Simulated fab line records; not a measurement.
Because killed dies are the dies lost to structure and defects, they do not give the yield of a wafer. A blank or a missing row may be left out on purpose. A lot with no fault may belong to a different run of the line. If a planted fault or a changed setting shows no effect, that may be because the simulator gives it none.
Matching of chambers :: flow n5Finfet :: N5_ILD0_CMP_07 on cmp-01 has 4 sister chambers
The step polishes SiO2 flowable, stops on poly-Si, t overpolish 1.18 s, target thk 138.88 nm. 8 wafers are shown with their chamber, then 9 later ones without.

EACH WAFER AND ITS CHAMBER
wafer: L080.3
chamber: 0
motorCurrentA (A): 12.7
platenRpm (rpm): 51.75

wafer: L081.2
chamber: 2
motorCurrentA (A): 13.6
platenRpm (rpm): 51.80

wafer: L081.5
chamber: 0
motorCurrentA (A): 13.9
platenRpm (rpm): 51.82

wafer: L084.1
chamber: 2
motorCurrentA (A): 13.3
platenRpm (rpm): 51.76

wafer: L084.6
chamber: 1
motorCurrentA (A): 12.1
platenRpm (rpm): 51.84

wafer: L088.1
chamber: 3
motorCurrentA (A): 11.2
platenRpm (rpm): 51.71

wafer: L088.3
chamber: 1
motorCurrentA (A): 12.0
platenRpm (rpm): 51.85

wafer: L088.5
chamber: 3
motorCurrentA (A): 11.7
platenRpm (rpm): 51.83

WAFERS MISSING THEIR CHAMBER
wafer: L090.1
motorCurrentA (A): 13.9
platenRpm (rpm): 51.79

wafer: L090.2
motorCurrentA (A): 11.4
platenRpm (rpm): 51.79

wafer: L090.6
motorCurrentA (A): 13.3
platenRpm (rpm): 51.78

wafer: L093.1
motorCurrentA (A): 13.5
platenRpm (rpm): 51.80

wafer: L093.5
motorCurrentA (A): 11.5
platenRpm (rpm): 51.76

wafer: L093.6
motorCurrentA (A): 13.2
platenRpm (rpm): 51.82

wafer: L095.1
motorCurrentA (A): 11.5
platenRpm (rpm): 51.76

wafer: L095.2
motorCurrentA (A): 11.6
platenRpm (rpm): 51.81

wafer: L095.4
motorCurrentA (A): 13.1
platenRpm (rpm): 51.84

THE CHAMBER EACH PASSED THROUGH
wafer: L090.1
from the rows above: can't be placed: 2 or 0
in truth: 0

wafer: L090.2
from the rows above: can't be placed: 3 or 1
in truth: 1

wafer: L090.6
from the rows above: can't be placed: 0 or 2
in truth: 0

wafer: L093.1
from the rows above: can't be placed: 2 or 0
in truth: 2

wafer: L093.5
from the rows above: can't be placed: 3 or 1
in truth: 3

wafer: L093.6
from the rows above: can't be placed: 0 or 2 or 1
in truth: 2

wafer: L095.1
from the rows above: can't be placed: 3 or 1
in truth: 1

wafer: L095.2
from the rows above: can't be placed: 3 or 1
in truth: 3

wafer: L095.4
from the rows above: can't be placed: 0 or 2 or 1
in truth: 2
0 of 9 placed correctly. Not placeable from these rows: 9 (in 9, the candidates include the true chamber). Placed wrongly: 0.
How it was worked out, from the rows above alone: a wafer's distance from a chamber is the root of the sum, over the readings, of the square of ((its reading less the chamber's mean) divided by the reading's scatter). The wafer belongs to the nearest chamber; if the next one is less than 2 further off, it can't be placed. A chamber's mean is the mean of its shown wafers. How the scatter is found: for the shown wafers, subtract from each reading the mean of its chamber, square and add these, divide the total by (wafers less chambers), then take the root.
